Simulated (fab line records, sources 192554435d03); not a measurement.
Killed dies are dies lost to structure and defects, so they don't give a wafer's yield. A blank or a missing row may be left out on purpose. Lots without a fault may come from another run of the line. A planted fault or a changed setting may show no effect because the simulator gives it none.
Chamber matching | flow n5_finfet | N5_BEOL_M11_ETCH_61 on rie_diel-02: 4 sister chambers
The step etches SiARC in CF4, target depth 39 nm, time 65 s. 4 wafers are shown with their chamber, then 11 later ones without.

WAFERS WITH THEIR CHAMBER
wafer  | chamber | throttle_valve_pct (%)
L084.6 | 1       | 16.01
L089.2 | 2       | 15.64
L089.3 | 3       | 15.32
L088.1 | 0       | 15.41

WAFERS WITHOUT THEIR CHAMBER
wafer  | throttle_valve_pct (%)
L088.4 | 15.32
L088.6 | 15.41
L086.3 | 15.41
L086.4 | 15.32
L086.6 | 15.40
L095.2 | 15.50
L095.3 | 15.45
L095.4 | 15.67
L097.1 | 15.35
L097.2 | 15.43
L097.3 | 15.51

WHICH CHAMBER EACH WENT THROUGH
wafer  | from the rows above     | in truth
L088.4 | 3                       | 3
L088.6 | 0                       | 0
L086.3 | 0                       | 0
L086.4 | 3                       | 3
L086.6 | can't be placed: 0 or 3 | 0
L095.2 | can't be placed: 0 or 2 | 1
L095.3 | 0                       | 0
L095.4 | 2                       | 2
L097.1 | can't be placed: 3 or 0 | 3
L097.2 | 0                       | 0
L097.3 | can't be placed: 0 or 2 | 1
Placed correctly: 7 of 11. Can't be placed from these rows: 4 (the true chamber is among the candidates in 2). Placed wrongly: 0.
How it was worked out, from the rows above alone: a wafer's distance from a chamber is the root of the sum, over the readings, of the square of ((its reading less the chamber's mean) divided by the reading's scatter). The wafer belongs to the nearest chamber; if the next one is less than 2 further off, it can't be placed. A chamber's mean is the mean of its shown wafers. The scatter: with one shown wafer a chamber, the root of the mean of the squares of how far each hidden wafer lies from its nearest shown one.
